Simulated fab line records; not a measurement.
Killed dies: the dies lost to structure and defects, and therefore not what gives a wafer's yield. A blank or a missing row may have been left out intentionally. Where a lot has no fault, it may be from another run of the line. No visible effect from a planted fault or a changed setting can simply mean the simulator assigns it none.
fab line records	flow nand-harc
[record] lots = 6	wafers = 17	last-day = 24
route steps=1159 shown P_M2@332 END@1159
lots with no fault: from the same line, run without faults
start-h: start of the lot's first displayed wafer, in hours after the record's first day	wait-h: hours from the lot's prior step to this one	" as in the row above	L1.1+2: several wafers, shown together as one row	- value missing, or start not given	* or withheld: withheld	< > ~ a bound
route shown NAME@n: NAME is a module with steps in the file, n the number in the route of the first one	usual: mean and standard deviation over wafers with no fault	same: alike in all rows	chamber/n: place in a boat	sites: each site's reading	_std_site: the values' standard deviation	_edge_site: the outer-site mean with the inner-site mean subtracted	radius-mm: for every site, how far away it sits from the centre of the wafer	mask NAME#n: copy n	behind: the most recent tool/chamber to have shaped the wafer	hold: the reason the lot was held/the length of the hold in hours/how it ended	device: which transistor (n, p or np) failed to switch	end of line: tests of these same wafers at the route's end	step lacking rows: just its recipe	killed: not the wafer's yield, but the dies lost to structure and defects at the first sort	map: a wafer's dies, x killed, . not, _ none there
set.NAME: setting as actually run; set.NAME@STEP: the setting as run at that earlier step	model.NAME: the simulator's own value behind a step, which no gauge read
a table for each step, a row for each wafer; lots at some steps of the route
services: from which hour (start-h, from the record's first day; less than 0 if before it) a tool's chamber was out of use, for how many hours, and why
[[steps]]
[step NHARC_P_M2_ETCH_35]
[recipe] target-depth-a = 400	overetch-a = 120	time-s = 43.94	ion-energy-ev = 200	n2-flow-sccm = 150	h2-flow-sccm = 150	ar-flow-sccm = 0	rf-w = 400	bias-w = 150	chemistry = N2/H2
[step NHARC_P_M2_ETCH_15]
[recipe] target-depth-a = 1825	time-s = 91.2	c4f8-flow-sccm = withheld	ar-flow-sccm = 400	rf-w = 600	bias-w = 300	chemistry = C4F8/Ar
[usual] oes-product-au = 0.949/0.021	rf-vpp-V = 441/3.2
lot.wafer	tool	chamber	start-h	wait-h	oes-product-au	rf-hours-counter-h	rf-vpp-V
L501.3	rie-diel-08	0	-	-	0.955	1	441
L501.1	"	2	"	"	0.987	1	444
L501.5	"	1	"	"	0.975	-	436
L503.3	rie-diel-08	0	-	-	0.953	2	442
L503.4	"	1	"	"	0.971	2	437
L503.5	"	0	"	"	0.955	-	442
L509.3	rie-diel-08	3	-	-	0.968	3	445
L509.5	"	2	"	"	0.986	-	444
L509.6	"	3	"	"	0.964	-	445
L510.1	rie-diel-01	2	-	-	0.927	19	444
L510.2	"	3	"	"	0.932	10	435
L516.2	rie-diel-08	0	-	-	0.968	5	440
L516.1	"	1	"	"	0.967	5	438
L516.5	"	1	"	"	0.965	-	437
L519.3	rie-diel-02	1	-	-	0.925	43	437
L519.2	"	2	"	"	0.931	43	446
L519.6	"	1	"	"	0.917	-	438
[step NHARC_P_M2_CD_MEAS_16]
[usual] cd-nm = 169.8/0.6
lot.wafer	tool	chamber	start-h	wait-h	cd-nm
L501.1	cd-sem-02	-	153.04	-	170.0
L501.3	"	-	"	"	170.0
L501.5	"	-	"	"	170.3
L503.3	cd-sem-02	-	166.59	-	170.3
L503.4	"	-	"	"	169.9
L503.5	"	-	"	"	170.2
L509.3	cd-sem-02	-	202.91	-	169.9
L509.5	"	-	"	"	169.6
L509.6	"	-	"	"	170.1
L510.1	cd-sem-01	-	213.89	-	169.0
L510.2	"	-	"	"	168.5
L516.1	cd-sem-03	-	247.38	-	169.7
L516.2	"	-	"	"	170.2
L516.5	"	-	"	"	170.4
L519.2	cd-sem-02	-	263.91	-	170.5
L519.3	"	-	"	"	170.3
L519.6	"	-	"	"	169.9
[step NHARC_P_M2_STRIP_18]
[recipe] power-w = 1000	n2-flow-sccm = 150	h2-flow-sccm = 150	ar-flow-sccm = 0	bias-w = 0	chemistry = N2/H2
[usual] drypump-motor-current-A = 5.99/0.29	oes-product-au = 1.000/0.0078	rf-vpp-V = 90.8/1.1	showerhead-plenum-p-Torr = 2.07/0.11	throttle-valve-pct = 14.171/0.0081
lot.wafer	tool	chamber	start-h	wait-h	drypump-motor-current-A	oes-product-au	rf-hours-counter-h	rf-vpp-V	showerhead-plenum-p-Torr	throttle-valve-pct
L501.3	rie-diel-08	0	153.12	0.1	6.52	1.000	1	90.6	2.04	14.151
L501.1	"	3	"	"	5.72	0.996	1	91.2	2.17	14.170
L501.5	"	1	"	"	5.79	1.002	-	87.4	1.90	14.169
L503.3	rie-diel-01	2	166.71	0.1	5.69	0.993	5	90.7	2.15	14.170
L503.4	"	3	"	"	5.70	0.995	3	90.3	1.89	14.165
L503.5	"	1	"	"	5.93	1.004	-	90.9	2.15	14.166
L509.3	rie-diel-08	1	203.07	0.2	5.81	0.991	3	88.4	1.90	14.180
L509.6	"	2	"	"	6.12	1.009	-	90.4	2.15	14.169
L509.5	"	3	"	"	5.71	1.006	-	91.2	2.17	14.184
L510.2	rie-diel-08	3	213.97	0.1	5.71	1.007	4	92.1	2.17	14.180
L510.1	"	1	"	"	5.81	0.991	4	88.8	1.90	14.169
L516.2	rie-diel-08	2	247.51	0.1	6.16	1.004	5	88.4	2.15	14.173
L516.1	"	3	"	"	5.73	0.995	6	90.5	2.17	14.175
L516.5	"	1	"	"	5.79	0.987	-	88.5	1.90	14.165
L519.3	rie-diel-08	2	264.01	0.1	6.14	0.996	5	92.0	2.15	14.167
L519.2	"	0	"	"	6.52	0.995	6	90.2	2.04	14.168
L519.6	"	2	"	"	6.18	1.004	-	91.3	2.15	14.168
[step NHARC_P_M2_ETCH_28]
[recipe] target-depth-a = 300	over-etch-frac = 0.3	time-s = 72.99	ion-energy-ev = 150	cf4-flow-sccm = 50	n2-flow-sccm = 100	ar-flow-sccm = 150	rf-w = 300	bias-w = 100	chemistry = CF4/N2
[step NHARC_P_M2_STRIP_19]
[recipe] time-s = 600	temp-c = 30	chemistry = post-etch-residue-remover
[step NHARC_P_M2_DEGAS_29]
[recipe] temp-c = 250	time-s = 60
[step NHARC_P_M2_PRE_CLEAN_30]
[recipe] time-s = 30	temp-c = 280	gas = H2/He
[step NHARC_P_M2_PVD_20]
[recipe] target-thk-a = 50	bias-v = 168.6	power-w = 15000	chamber-pressure-pa = 0.12	time-s = 8.06	substrate-temp-c = 50	material = TaN
[usual] throttle-valve-pct = 30.6/0.77
lot.wafer	tool	chamber	start-h	wait-h	throttle-valve-pct
L501.1	pvd-sputter-02	-	-	-	29.5
L501.3	"	-	"	"	31.3
L501.5	"	-	"	"	31.5
L503.3	pvd-sputter-03	-	-	-	31.1
L503.4	"	-	"	"	30.3
L503.5	"	-	"	"	30.7
L509.3	pvd-sputter-03	-	-	-	31.5
L509.6	"	-	"	"	30.4
L509.5	"	-	"	"	32.0
L510.1	pvd-sputter-01	-	-	-	30.3
L510.2	"	-	"	"	30.4
L516.1	pvd-sputter-03	-	-	-	30.2
L516.2	"	-	"	"	29.4
L516.5	"	-	"	"	31.8
L519.2	pvd-sputter-03	-	-	-	31.8
L519.3	"	-	"	"	30.3
L519.6	"	-	"	"	31.0
[step NHARC_P_M2_PVD_21]
[recipe] target-thk-a = 300	chamber-pressure-pa = 5	power-w = 5000	substrate-temp-c = 30	time-s = 20.49	material = Cu
[step NHARC_P_M2_ECD_22]
[recipe] target-thk-a = 4000	bath-temp-c = 25	material = Cu
[step NHARC_P_M2_ANNEAL_31]
[recipe] temp-c = 225	time-s = 90
[usual] wafer_temp_C_max = 226.1/0.35
lot.wafer	tool	chamber	start-h	wait-h	wafer_temp_C_max
L501.1	rtp-anneal-02	0	154.50	-	225.7
L501.3	"	0	"	"	225.9
L501.5	"	0	"	"	225.7
L503.3	rtp-anneal-02	0	168.15	-	225.8
L503.4	"	0	"	"	225.8
L503.5	"	0	"	"	225.8
L509.3	rtp-anneal-02	0	204.47	-	225.6
L509.5	"	0	"	"	225.8
L509.6	"	0	"	"	225.8
L510.1	rtp-anneal-01	0	215.96	0.3	225.9
L510.2	"	0	"	"	226.1
L516.1	rtp-anneal-02	0	249.03	-	225.9
L516.2	"	0	"	"	226.0
L516.5	"	0	"	"	225.6
L519.2	rtp-anneal-01	0	265.49	0.4	226.2
L519.3	"	0	"	"	226.1
L519.6	"	0	"	"	226.1
[step NHARC_P_M2_CMP_23]
[recipe] t-overpolish-s = 20	target-thk-nm = 144.3
[usual] motor-current-A = 12.1/1.1	time-to-endpoint-s = 29.4/2.2
lot.wafer	tool	chamber	start-h	wait-h	motor-current-A	time-to-endpoint-s
L501.3	cmp-04	2	154.84	-	12.1	29.1
L501.1	"	1	"	"	10.8	30.4
L501.5	"	3	"	"	12.7	29.2
L503.4	cmp-02	3	168.42	-	14.0	29.4
L503.3	"	1	"	"	12.2	28.3
L503.5	"	3	"	"	13.6	29.0
L509.3	cmp-02	2	204.79	-	10.4	37.5
L509.5	"	3	"	"	14.3	25.4
L509.6	"	0	"	"	12.7	31.9
L510.1	cmp-02	0	216.33	-	12.3	37.0
L510.2	"	2	"	"	10.4	30.5
L516.2	cmp-04	1	249.38	-	11.6	31.7
L516.1	"	2	"	"	11.7	27.6
L516.5	"	2	"	"	11.6	26.4
L519.3	cmp-01	0	265.84	-	12.3	28.4
L519.2	"	1	"	"	12.2	27.6
L519.6	"	3	"	"	11.9	28.5
[step NHARC_P_M2_THK_MEAS_24]
[recipe] thk-meas-gauge = xrf
[usual] thk-nm = 144.8/1.5
lot.wafer	tool	chamber	start-h	wait-h	thk-nm
L501.1	film-metro-02	-	155.16	-	145.9
L501.3	"	-	"	"	144.5
L501.5	"	-	"	"	146.5
L503.3	film-metro-01	-	168.71	-	145.9
L503.4	"	-	"	"	144.7
L503.5	"	-	"	"	143.9
L509.3	film-metro-01	-	205.03	-	150.7
L509.5	"	-	"	"	146.2
L509.6	"	-	"	"	142.9
L510.1	film-metro-02	-	216.62	-	149.8
L510.2	"	-	"	"	143.6
L516.1	film-metro-01	-	249.70	-	146.3
L516.2	"	-	"	"	146.7
L516.5	"	-	"	"	144.7
L519.2	film-metro-02	-	266.10	-	143.4
L519.3	"	-	"	"	144.5
L519.6	"	-	"	"	144.3
[step NHARC_P_M2_SRD_25]
[step NHARC_P_M2_INSPECT_27]
[usual] raw-defect-count = 349/140
lot.wafer	tool	chamber	start-h	wait-h	raw-defect-count
L501.1	defect-inspect-02	-	155.31	0.0	174
L501.3	"	-	"	"	212
L501.5	"	-	"	"	257
L503.3	defect-inspect-01	-	168.86	0.0	396
L503.4	"	-	"	"	451
L503.5	"	-	"	"	263
L509.3	defect-inspect-01	-	205.18	0.0	4400
L509.5	"	-	"	"	400
L509.6	"	-	"	"	209
L510.1	defect-inspect-01	-	216.77	0.0	4804
L510.2	"	-	"	"	367
L516.1	defect-inspect-01	-	249.97	0.0	232
L516.2	"	-	"	"	322
L516.5	"	-	"	"	229
L519.2	defect-inspect-02	-	266.26	0.0	212
L519.3	"	-	"	"	371
L519.6	"	-	"	"	293
[step NHARC_P_M2_PRE_CLEAN_32]
[recipe] time-s = 12	temp-c = 370	rf-power-w = 300	gas = NH3
[usual] heater-power-w = 667/73
lot.wafer	tool	chamber	start-h	wait-h	heater-power-w
L501.3	pecvd-03	1	155.38	0.1	624
L501.1	"	0	"	"	691
L501.5	"	0	"	"	694
L503.3	pecvd-02	2	168.94	0.1	548
L503.4	"	2	"	"	544
L503.5	"	0	"	"	738
L509.3	pecvd-01	0	205.25	0.1	713
L509.6	"	1	"	"	671
L509.5	"	2	"	"	707
L510.2	pecvd-02	0	216.84	0.1	713
L510.1	"	1	"	"	672
L516.2	pecvd-02	2	250.03	0.1	515
L516.1	"	0	"	"	752
L516.5	"	1	"	"	640
L519.3	pecvd-01	0	266.36	0.1	753
L519.2	"	1	"	"	697
L519.6	"	0	"	"	750
[step NHARC_END_SORT_01]
[recipe] temp-c = 25
[usual] defect-limited-yield = 95.4/1.5	killed-at-array = 26/9.6	killed-at-other = 0.7/0.92	killed-at-periphery = 3.8/2.7	killed-dies = 31/10	killed-open = 3.3/1.7	killed-short = 1.8/1.3	sort_bin_2_pct = 1.4/0.62	sort_bin_3_pct = 0.23/0.21	sort_bin_4_pct = 2.9/0.95	sort-n-pass = 646/10	sort-rim-yield-pct = 94/3.2	sort-yield-pct = 95.4/1.5
[same] gross-dies = 677	sort_bin_5_pct[%] = 0	sort_bin_6_pct[%] = 0	sort_bin_7_pct[%] = 0	sort_bin_8_pct[%] = 0	sort-rim-n-gross = 106.00
lot.wafer	tool	chamber	start-h	wait-h	defect-limited-yield[%]	killed-at-array	killed-at-other	killed-at-periphery	killed-dies	killed-open	killed-short	sort_bin_2_pct[%]	sort_bin_3_pct[%]	sort_bin_4_pct[%]	sort-n-pass	sort-rim-yield-pct[%]	sort-yield-pct[%]
L501.1	prober-01	0	467.53	2.5	97.5	13	1	3	17	4	1	0.9	0.30	1.3	660	95	97.5
L501.3	prober-01	0	469.13	3.1	97.9	12	0	2	14	2	5	0.7	0	1.3	663	97	97.9
L501.5	prober-01	0	470.73	3.7	97.5	15	0	2	17	7	0	0.3	0	2.2	660	98	97.5
L503.3	prober-02	0	479.32	3.1	94.8	27	2	6	35	6	1	1.8	0.30	3.1	642	90	94.8
L503.4	prober-02	0	480.12	3.4	95.6	22	3	5	30	1	5	1.9	0	2.5	647	93	95.6
L503.5	prober-02	0	480.91	3.7	96.3	17	2	6	25	2	0	1.3	0.15	2.2	652	92	96.3
L509.3	prober-01	0	507.32	3.1	0	20	0	657	677	2	3	0.6	97.05	2.4	0	0	0
L509.5	prober-01	0	508.92	3.7	96.9	20	0	1	21	5	4	0.9	0	2.2	656	94	96.9
L509.6	prober-01	0	509.71	4.0	96.6	18	0	5	23	6	0	1.6	0	1.8	654	94	96.6
L510.1	prober-02	0	522.05	2.5	0	18	0	659	677	5	0	0.7	97.19	2.1	0	0	0
L510.2	prober-02	0	522.86	2.8	94.5	32	1	4	37	4	2	1.8	0.44	3.2	640	93	94.5
L516.1	prober-01	0	560.88	2.5	92.6	49	0	1	50	3	2	3.0	0.59	3.8	627	93	92.6
L516.2	prober-01	0	561.68	2.8	91.4	53	0	5	58	5	4	2.7	0.59	5.3	619	92	91.4
L516.5	prober-01	0	564.09	3.7	94.5	34	0	3	37	2	4	1.6	0	3.8	640	92	94.5
L519.2	prober-02	0	576.02	2.8	95.3	29	0	3	32	6	1	1.9	0.30	2.5	645	94	95.3
L519.3	prober-02	0	576.82	3.1	93.8	40	0	2	42	4	2	2.5	0	3.7	635	82	93.8
L519.6	prober-02	0	579.23	4.0	95.3	30	0	2	32	2	2	1.8	0.44	2.5	645	87	95.3
// killed by level:class
L501.1 A_CHANNEL_HOLE_D1:chamber-film-flake=4 A_CONTACT:chamber-film-flake=4 P_M0:geometric-particle:open=1 A_ONON_D1:geometric-particle:open=1 A_CHANNEL_FILL_D1:geometric-particle:short=1 A_STAIRCASE:geometric-particle:open=1 A_SGD_CUT:geometric-particle:open=1 P_ZERO_WELL:chamber-film-flake=1
L501.3 A_SGD_CUT:geometric-particle:short=2 A_STAIRCASE:chamber-film-flake=2 A_CONTACT:chamber-film-flake=2 P_M1:geometric-particle:short=1 A_ONON_D1:geometric-particle:short=1 A_STAIRCASE:geometric-particle:open=1 A_WL_FILL:geometric-particle:short=1 A_CONTACT:geometric-particle:open=1
L501.5 A_CHANNEL_HOLE_D1:chamber-film-flake=3 A_STAIRCASE:chamber-film-flake=3 A_CONTACT:geometric-particle:open=2 A_CONTACT:chamber-film-flake=2 P_M0:geometric-particle:open=1 A_ONON_D1:geometric-particle:open=1 A_CHANNEL_FILL_D1:geometric-particle:open=1 A_SGD_CUT:geometric-particle:open=1
L503.3 A_SGD_CUT:chamber-film-flake=9 A_CHANNEL_HOLE_D1:chamber-film-flake=5 A_SLIT:chamber-film-flake=5 P_GATE:chamber-film-flake=2 P_BONDPAD:chamber-film-flake=2 A_STAIRCASE:chamber-film-flake=2 THIN_TSV:chamber-film-flake=2 P_CONTACT:geometric-particle:open=1
L503.4 A_SLIT:chamber-film-flake=7 A_SGD_CUT:chamber-film-flake=5 P_GATE:chamber-film-flake=3 THIN_TSV:chamber-film-flake=3 A_SGD_CUT:geometric-particle:short=2 A_CHANNEL_HOLE_D1:chamber-film-flake=2 A_CONTACT:chamber-film-flake=2 P_GATE:geometric-particle:short=1
L503.5 A_SGD_CUT:chamber-film-flake=5 A_SLIT:chamber-film-flake=5 P_BONDPAD:chamber-film-flake=3 A_CHANNEL_HOLE_D1:chamber-film-flake=3 P_GATE:chamber-film-flake=2 A_CONTACT:chamber-film-flake=2 THIN_TSV:chamber-film-flake=2 P_M0:geometric-particle:open=1
L509.3 P_M2:area-cmp=655 A_WL_FILL:chamber-film-flake=4 A_CHANNEL_HOLE_D1:chamber-film-flake=3 A_CONTACT:chamber-film-flake=3 A_CHANNEL_FILL_D1:geometric-particle:short=2 P_M0:chamber-film-flake=2 A_CHANNEL_FILL_D1:chamber-film-flake=2 A_CHANNEL_FILL_D1:geometric-particle:open=1
L509.5 A_CONTACT:chamber-film-flake=4 A_CHANNEL_HOLE_D1:chamber-film-flake=3 A_CHANNEL_FILL_D1:geometric-particle:short=2 A_WL_FILL:geometric-particle:short=2 A_WL_FILL:geometric-particle:open=2 A_STAIRCASE:chamber-film-flake=2 A_WL_FILL:chamber-film-flake=2 A_BLC:geometric-particle:open=1
L509.6 A_CHANNEL_HOLE_D1:chamber-film-flake=5 P_M0:chamber-film-flake=3 A_CONTACT:chamber-film-flake=3 A_CONTACT:geometric-particle:open=2 A_WL_FILL:chamber-film-flake=2 P_M2:geometric-particle:open=1 A_CHANNEL_FILL_D1:geometric-particle:open=1 A_WL_FILL:geometric-particle:open=1
L510.1 P_M2:area-cmp=658 A_CHANNEL_HOLE_D1:chamber-film-flake=6 A_CONTACT:geometric-particle:open=4 A_CONTACT:chamber-film-flake=3 A_STAIRCASE:chamber-film-flake=2 A_CHANNEL_FILL_D1:geometric-particle:open=1 P_ZERO_WELL:chamber-film-flake=1 A_SLIT:chamber-film-flake=1
L510.2 A_CHANNEL_HOLE_D1:chamber-film-flake=13 A_CHANNEL_FILL_D1:chamber-film-flake=4 A_STAIRCASE:chamber-film-flake=4 A_CONTACT:chamber-film-flake=3 P_BONDPAD:chamber-film-flake=2 A_BONDPAD:chamber-film-flake=2 P_GATE:geometric-particle:open=1 P_M0:geometric-particle:open=1
L516.1 A_CHANNEL_HOLE_D1:chamber-film-flake=24 A_SLIT:chamber-film-flake=10 A_STAIRCASE:chamber-film-flake=5 A_CONTACT:chamber-film-flake=5 A_SOURCE_PLATE:geometric-particle:short=1 A_ONON_D1:geometric-particle:short=1 A_CHANNEL_FILL_D1:geometric-particle:open=1 A_CONTACT:geometric-particle:open=1
L516.2 A_CHANNEL_HOLE_D1:chamber-film-flake=22 A_SLIT:chamber-film-flake=12 A_CONTACT:chamber-film-flake=5 A_M0:geometric-particle:open=4 A_ONON_D1:geometric-particle:short=3 P_STI:chamber-film-flake=3 A_STAIRCASE:chamber-film-flake=3 A_ZERO_WELL:chamber-film-flake=2
L516.5 A_CHANNEL_HOLE_D1:chamber-film-flake=16 A_SLIT:chamber-film-flake=10 A_STAIRCASE:chamber-film-flake=2 A_CONTACT:chamber-film-flake=2 P_M0:geometric-particle:short=1 P_M1:geometric-particle:short=1 A_ONON_D1:geometric-particle:open=1 A_WL_FILL:geometric-particle:short=1
L519.2 A_SLIT:chamber-film-flake=14 A_CHANNEL_HOLE_D1:chamber-film-flake=7 A_BLC:geometric-particle:open=3 P_M0:geometric-particle:open=1 A_WL_FILL:geometric-particle:open=1 A_BLC:geometric-particle:short=1 A_M0:geometric-particle:open=1 P_STI:chamber-film-flake=1
L519.3 A_SLIT:chamber-film-flake=16 A_CHANNEL_HOLE_D1:chamber-film-flake=9 A_CONTACT:chamber-film-flake=4 A_BLC:chamber-film-flake=4 A_WL_FILL:geometric-particle:short=2 A_STAIRCASE:chamber-film-flake=2 P_M1:geometric-particle:open=1 A_ONON_D1:geometric-particle:open=1
L519.6 A_SLIT:chamber-film-flake=13 A_CHANNEL_HOLE_D1:chamber-film-flake=8 A_CONTACT:chamber-film-flake=3 A_SOURCE_PLATE:geometric-particle:short=1 A_CONTACT:geometric-particle:short=1 A_CONTACT:geometric-particle:open=1 A_M0:geometric-particle:open=1 P_ZERO_WELL:chamber-film-flake=1
// map L509.3 (x killed, . not)
____________x____________
_________xxxxxxx_________
_______xxxxxxxxxxx_______
______xxxxxxxxxxxxx______
_____xxxxxxxxxxxxxxx_____
____xxxxxxxxxxxxxxxxx____
____xxxxxxxxxxxxxxxxx____
___xxxxxxxxxxxxxxxxxxx___
___xxxxxxxxxxxxxxxxxxx___
__xxxxxxxxxxxxxxxxxxxxx__
__xxxxxxxxxxxxxxxxxxxxx__
_xxxxxxxxxxxxxxxxxxxxxxx_
_xxxxxxxxxxxxxxxxxxxxxxx_
_xxxxxxxxxxxxxxxxxxxxxxx_
_xxxxxxxxxxxxxxxxxxxxxxx_
_xxxxxxxxxxxxxxxxxxxxxxx_
xxxxxxxxxxxxxxxxxxxxxxxxx
xxxxxxxxxxxxxxxxxxxxxxxxx
xxxxxxxxxxxxxxxxxxxxxxxxx
xxxxxxxxxxxxxxxxxxxxxxxxx
xxxxxxxxxxxxxxxxxxxxxxxxx
_xxxxxxxxxxxxxxxxxxxxxxx_
_xxxxxxxxxxxxxxxxxxxxxxx_
_xxxxxxxxxxxxxxxxxxxxxxx_
_xxxxxxxxxxxxxxxxxxxxxxx_
_xxxxxxxxxxxxxxxxxxxxxxx_
__xxxxxxxxxxxxxxxxxxxxx__
__xxxxxxxxxxxxxxxxxxxxx__
___xxxxxxxxxxxxxxxxxxx___
___xxxxxxxxxxxxxxxxxxx___
____xxxxxxxxxxxxxxxxx____
____xxxxxxxxxxxxxxxxx____
_____xxxxxxxxxxxxxxx_____
______xxxxxxxxxxxxx______
_______xxxxxxxxxxx_______
_________xxxxxxx_________
____________x____________
// map L510.1 (x killed, . not)
____________x____________
_________xxxxxxx_________
_______xxxxxxxxxxx_______
______xxxxxxxxxxxxx______
_____xxxxxxxxxxxxxxx_____
____xxxxxxxxxxxxxxxxx____
____xxxxxxxxxxxxxxxxx____
___xxxxxxxxxxxxxxxxxxx___
___xxxxxxxxxxxxxxxxxxx___
__xxxxxxxxxxxxxxxxxxxxx__
__xxxxxxxxxxxxxxxxxxxxx__
_xxxxxxxxxxxxxxxxxxxxxxx_
_xxxxxxxxxxxxxxxxxxxxxxx_
_xxxxxxxxxxxxxxxxxxxxxxx_
_xxxxxxxxxxxxxxxxxxxxxxx_
_xxxxxxxxxxxxxxxxxxxxxxx_
xxxxxxxxxxxxxxxxxxxxxxxxx
xxxxxxxxxxxxxxxxxxxxxxxxx
xxxxxxxxxxxxxxxxxxxxxxxxx
xxxxxxxxxxxxxxxxxxxxxxxxx
xxxxxxxxxxxxxxxxxxxxxxxxx
_xxxxxxxxxxxxxxxxxxxxxxx_
_xxxxxxxxxxxxxxxxxxxxxxx_
_xxxxxxxxxxxxxxxxxxxxxxx_
_xxxxxxxxxxxxxxxxxxxxxxx_
_xxxxxxxxxxxxxxxxxxxxxxx_
__xxxxxxxxxxxxxxxxxxxxx__
__xxxxxxxxxxxxxxxxxxxxx__
___xxxxxxxxxxxxxxxxxxx___
___xxxxxxxxxxxxxxxxxxx___
____xxxxxxxxxxxxxxxxx____
____xxxxxxxxxxxxxxxxx____
_____xxxxxxxxxxxxxxx_____
______xxxxxxxxxxxxx______
_______xxxxxxxxxxx_______
_________xxxxxxx_________
____________x____________
[[services]]
tool	chamber	start-h	hours	kind
cmp-02	-	134.29	1.5	repair
rie-diel-01	-	137.80	9.0	pm
rie-diel-08	-	141.20	1.0	repair
cmp-02	-	145.79	3.1	repair
rie-diel-02	-	150.83	9.0	pm
pecvd-02	-	153.00	13.0	pm
cmp-02	-	173.00	0.4	repair
cmp-01	-	179.57	4.0	pm
cmp-04	-	181.05	0.7	repair
pecvd-02	-	186.64	0.7	repair
rie-diel-01	3	191.09	14.9	repair
cmp-02	-	195.89	4.7	repair
cmp-04	-	203.17	4.0	pm
rie-diel-08	2	204.65	9.6	repair
pecvd-02	2	207.89	5.6	repair
rie-diel-08	0	212.16	3.6	repair
pecvd-01	0	212.95	4.2	repair
cmp-02	-	226.50	4.0	pm
cmp-02	-	233.37	2.2	repair
rie-diel-01	0	235.40	6.1	repair
rie-diel-08	1	236.58	2.9	repair
pecvd-01	-	237.00	13.0	pm
cmp-04	-	242.97	0.8	repair
rie-diel-01	3	265.08	3.8	repair
[[key]]
[first-sign] step = NHARC_P_M2_CMP_23	reading = time-to-endpoint-s	direction = up	sigmas = 3.6	usual = *	struck = *
[effect] step = NHARC_P_M2_THK_MEAS_24	reading = thk-nm	direction = up	sigmas = 3.7	usual = 144.8	struck = 150.2
[effect] step = NHARC_P_M2_INSPECT_27	reading = raw-defect-count	direction = up	sigmas = 29	usual = 349	struck = 4602
[effect] step = NHARC_END_SORT_01	reading = sort_bin_3_pct	direction = up	sigmas = 99+	usual = 0.23	struck = 97.12
[more-kills-born-at] NHARC_P_M2_CMP_23@cmp-02 = 1313
met-at NHARC_P_M2_CMP_23
struck-wafers L509.3,L510.1
later-rows-left-out L509.3,L510.1
onset-between 168.42 204.79
[fault] kind = process-parameter-drift	tool = cmp-02	chamber = -	onset-h = 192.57	steps = NHARC_P_M2_CMP_23	channel = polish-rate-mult	offset = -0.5	shape = step	end-h = 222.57	scope = struck-wafers-only
// later-rows-left-out: the simulator's readings of these wafers behind a module that went badly wrong aren't trusted and aren't shown, but for the sort
